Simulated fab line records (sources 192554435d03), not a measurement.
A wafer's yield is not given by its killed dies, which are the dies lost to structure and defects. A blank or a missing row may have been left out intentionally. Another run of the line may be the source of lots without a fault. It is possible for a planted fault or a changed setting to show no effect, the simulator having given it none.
Matching of chambers | flow n5 finfet | N5_DUMMY_GATE_TRIM_49 on rie si-01: 4 sister chambers
The step chemistry O2, time 29 s, target cd 14 nm. 8 wafers are shown with their chamber, then 8 later ones without.

WAFERS PAIRED WITH THEIR CHAMBERS
wafer  | chamber | throttle valve pct (%) | he backside leak sccm (sccm)
L076.2 | 3       | 8.04                   | 2.6
L084.1 | 2       | 8.06                   | 2.3
L084.3 | 0       | 7.92                   | 2.8
L084.6 | 2       | 8.06                   | 2.2
L087.3 | 3       | 8.02                   | 2.8
L087.5 | 1       | 8.05                   | 3.2
L087.6 | 0       | 7.91                   | 2.7
L088.1 | 1       | 8.05                   | 3.3

WAFERS WITHOUT THEIR CHAMBER
wafer  | throttle valve pct (%) | he backside leak sccm (sccm)
L088.2 | 8.05                   | 2.2
L088.5 | 8.03                   | 2.8
L090.2 | 7.94                   | 2.8
L090.3 | 8.04                   | 3.1
L090.4 | 8.06                   | 3.1
L091.3 | 8.04                   | 3.2
L091.5 | 8.05                   | 2.3
L091.6 | 8.04                   | 2.6

EACH ONE'S CHAMBER
wafer  | from the rows above | in truth
L088.2 | 2                   | 2
L088.5 | 3                   | 3
L090.2 | 0                   | 0
L090.3 | 1                   | 1
L090.4 | 1                   | 1
L091.3 | 1                   | 1
L091.5 | 2                   | 2
L091.6 | 3                   | 3
Correct placement for 8 of the 8. Can't be placed from these rows: 0. Placed wrongly: 0.
How it was worked out, from the rows above alone: a wafer's distance from a chamber is the root of the sum, over the readings, of the square of ((its reading less the chamber's mean) divided by the reading's scatter). The wafer belongs to the nearest chamber; if the next one is less than 2 further off, it can't be placed. The mean given for a chamber averages the wafers shown for that chamber. How the scatter is found: for the shown wafers, subtract from each reading the mean of its chamber, square and add these, divide the total by (wafers less chambers), then take the root.
